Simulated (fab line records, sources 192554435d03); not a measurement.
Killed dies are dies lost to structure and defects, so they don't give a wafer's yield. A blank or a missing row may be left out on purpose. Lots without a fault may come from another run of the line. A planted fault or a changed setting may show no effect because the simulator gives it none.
Which tool did it? | flow n5_finfet | 8 lots, 24 wafers sampled, at 1 step of a route of 1938

WHAT THE GAUGES READ, wafer by wafer
N5_BEOL_M4_RC_MEAS_101. Usual: DIBL_N 35.9 mV/V, standard deviation 1.4; DIBL_P 35.9 mV/V, standard deviation 1.7; IOFF_N 0.160 nA/um, standard deviation 0.026; IOFF_P 0.21 nA/um, standard deviation 0.036; ION_N 672 uA/um, standard deviation 11; ION_P 461 uA/um, standard deviation 8.1; SS_N 71.4 mV/dec, standard deviation 0.54; SS_P 73.2 mV/dec, standard deviation 0.67; VT_N 249.3 mV, standard deviation 2.7; VT_P -250 mV, standard deviation 3.9.
lot  | measured     | on        | DIBL_N (mV/V)  | DIBL_P (mV/V)  | IOFF_N (nA/um)    | IOFF_P (nA/um) | ION_N (uA/um) | ION_P (uA/um) | SS_N (mV/dec)  | SS_P (mV/dec)  | VT_N (mV)         | VT_P (mV)      | flag
L296 | day 8 04:54  | prober-01 | 34.3 38.8 36.5 | 33.6 39.7 35.2 | 0.129 0.233 0.155 | 0.19 0.29 0.22 | 660 687 672   | 462 468 457   | 71.6 72.8 72.1 | 72.8 74.8 73.3 | 250.5 243.2 251.0 | -248 -244 -247 |
L298 | day 9 04:48  | prober-02 | 36.3 38.0 36.7 | 36.2 39.1 35.7 | 0.161 0.208 0.169 | 0.22 0.28 0.21 | 674 682 674   | 462 465 454   | 71.1 72.0 71.8 | 74.1 73.7 73.2 | 249.6 246.3 250.4 | -247 -248 -247 |
L307 | day 11 10:02 | prober-02 | 38.3 35.8 36.1 | 39.4 36.3 36.8 | 0.204 0.158 0.169 | 0.25 0.20 0.21 | 676 686 687   | 464 466 463   | 72.0 71.6 71.7 | 73.9 72.9 72.5 | 243.8 248.7 245.5 | -250 -250 -251 |
L308 | day 11 10:28 | prober-01 | 37.2 33.9 36.1 | 37.7 32.7 35.5 | 0.182 0.125 0.163 | 0.26 0.18 0.21 | 679 672 674   | 476 458 461   | 71.4 71.0 71.4 | 73.8 72.8 73.1 | 245.9 253.8 249.0 | -247 -249 -250 |
L310 | day 11 15:05 | prober-02 | 34.8 34.5 34.4 | 35.3 34.6 35.7 | 0.136 0.142 0.152 | 0.16 0.16 0.17 | 656 669 681   | 454 453 458   | 71.0 70.9 71.0 | 73.2 73.3 72.9 | 249.6 250.4 247.1 | -255 -254 -254 |
L316 | day 13 03:45 | prober-02 | 40.2 35.4 37.4 | 39.1 34.9 37.0 | 0.228 0.132 0.165 | 0.27 0.19 0.22 | 677 672 682   | 468 462 465   | 72.5 70.7 71.2 | 74.4 72.5 73.3 | 246.0 252.0 247.7 | -248 -254 -249 |
L315 | day 13 21:21 | prober-02 | 36.1 37.1 37.0 | 34.4 36.0 36.6 | 0.142 0.142 0.158 | 0.15 0.17 0.18 | 664 643 674   | 450 441 450   | 70.9 71.9 71.8 | 72.8 73.1 73.2 | 249.5 253.3 248.2 | -258 -254 -255 |
L318 | day 14 04:16 | prober-02 | 36.1 35.0 38.2 | 36.2 35.4 39.4 | 0.149 0.136 0.190 | 0.18 0.17 0.24 | 665 678 675   | 456 459 462   | 71.0 70.9 71.5 | 72.9 73.7 74.2 | 252.6 253.1 249.5 | -253 -255 -248 |

WHICH TOOL RAN EACH LOT (tool, then ch and the chambers of the sampled wafers, then the start)
The record holds no process step before these readings.

WHAT THE TOOLS THEMSELVES READ (means of the sampled wafers that have a number; where no wafer has one, the mark that the record gives instead)
The record holds no such reading with a usual standard deviation.

THE ANSWER, worked out from the rows above alone
Rule: a lot is off if the mean of its wafers that have a number lies more than 3 standard deviations from the usual mean. A lot without any number at a reading at which 4 lots or more have one is off too. The other lots that the step has rows for count as sound. The gauges are gone through in route order, then the tools' own readings, and for those a lot's mean is taken as printed above. The first step at which some lot is off is used, and at that step the reading that is off furthest; a lot without a number counts as furthest.
No lot is off at any reading shown: from this, nothing can be told.

WHAT THE SIMULATOR HAD PUT IN
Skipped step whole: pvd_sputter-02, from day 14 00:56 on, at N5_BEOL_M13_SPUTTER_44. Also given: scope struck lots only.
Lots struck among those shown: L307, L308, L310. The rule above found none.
